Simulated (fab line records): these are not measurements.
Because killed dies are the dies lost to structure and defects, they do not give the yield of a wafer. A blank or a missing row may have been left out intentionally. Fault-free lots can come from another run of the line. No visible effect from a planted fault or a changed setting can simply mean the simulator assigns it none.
Which tool was responsible? / flow n5 finfet / 11 lots with 33 wafers sampled at 2 steps, on a route of 1938 steps

## WHAT THE GAUGES READ, wafer by wafer
N5_PASSIVATION_CD_MEAS_30: target cd 4000 nm.
lot=L688; measured=day 13 00:47; on=cd sem-01; cd nm (nm)=3999.4 3999.5 4001.8
lot=L691; measured=day 14 05:14; on=cd sem-02; cd nm (nm)=4001.2 4002.7 4003.8
lot=L692; measured=day 13 22:30; on=cd sem-01; cd nm (nm)=4001.2 3998.7 3999.1
lot=L693; measured=day 14 23:44; on=cd sem-01; cd nm (nm)=4000.1 3998.5 4000.2
lot=L694; measured=day 15 06:14; on=cd sem-02; cd nm (nm)=3999.1 4002.6 4002.8
lot=L695; measured=day 15 05:02; on=cd sem-01; cd nm (nm)=3999.4 3996.4 3998.5
lot=L696; measured=day 15 15:31; on=cd sem-03; cd nm (nm)=4000.2 4000.9 3998.3
lot=L700; measured=day 17 15:25; on=cd sem-01; cd nm (nm)=4001.4 4001.1 4002.1
lot=L701; measured=day 17 21:10; on=cd sem-02; cd nm (nm)=4003.6 4002.9 4001.8
lot=L703; measured=day 18 03:12; on=cd sem-02; cd nm (nm)=3999.1 4000.5 3999.3
lot=L709; measured=day 19 13:24; on=cd sem-01; cd nm (nm)=3999.6 3999.9 3998.3

## TOOL THAT RAN EACH LOT (tool first, then ch and the chambers of the sampled wafers, then the start)
lot=L688; N5_BEOL_M1_SPUTTER_88=pvd sputter-02, day 6 12:05
lot=L691; N5_BEOL_M1_SPUTTER_88=pvd sputter-02, day 7 14:14
lot=L692; N5_BEOL_M1_SPUTTER_88=pvd sputter-03, day 7 15:56
lot=L693; N5_BEOL_M1_SPUTTER_88=pvd sputter-03, day 7 19:04
lot=L694; N5_BEOL_M1_SPUTTER_88=pvd sputter-02, day 8 01:21
lot=L695; N5_BEOL_M1_SPUTTER_88=pvd sputter-03, day 8 03:29
lot=L696; N5_BEOL_M1_SPUTTER_88=pvd sputter-03, day 8 14:49
lot=L700; N5_BEOL_M1_SPUTTER_88=pvd sputter-02, day 10 15:30
lot=L701; N5_BEOL_M1_SPUTTER_88=pvd sputter-02, day 10 22:12
lot=L703; N5_BEOL_M1_SPUTTER_88=pvd sputter-03, day 11 03:50
lot=L709; N5_BEOL_M1_SPUTTER_88=pvd sputter-01, day 12 07:34
- N5_BEOL_M1_SPUTTER_88: material Cu, target thk 4.5 nm, time 8.29 s.

## THE ANSWER, worked out from the rows above alone
Rule: the usual values come from the lots themselves. Put in order of their means at a reading, lots are off if they are a third of the lots or fewer, leave a main group of 4 or more, and stand apart from it by a gap of 3 or more times the standard deviation of the main group's means; of several such gaps the widest counts. If all means in a main group match to the digits the tables above print for the reading, that group is not used. A lot without any number at a reading at which 4 lots or more have one is off too. Where the step has rows for the other lots, those lots are counted as sound.
None of the lots is off at any reading shown; this tells nothing.

## WHAT HAD BEEN PUT IN BY THE SIMULATOR
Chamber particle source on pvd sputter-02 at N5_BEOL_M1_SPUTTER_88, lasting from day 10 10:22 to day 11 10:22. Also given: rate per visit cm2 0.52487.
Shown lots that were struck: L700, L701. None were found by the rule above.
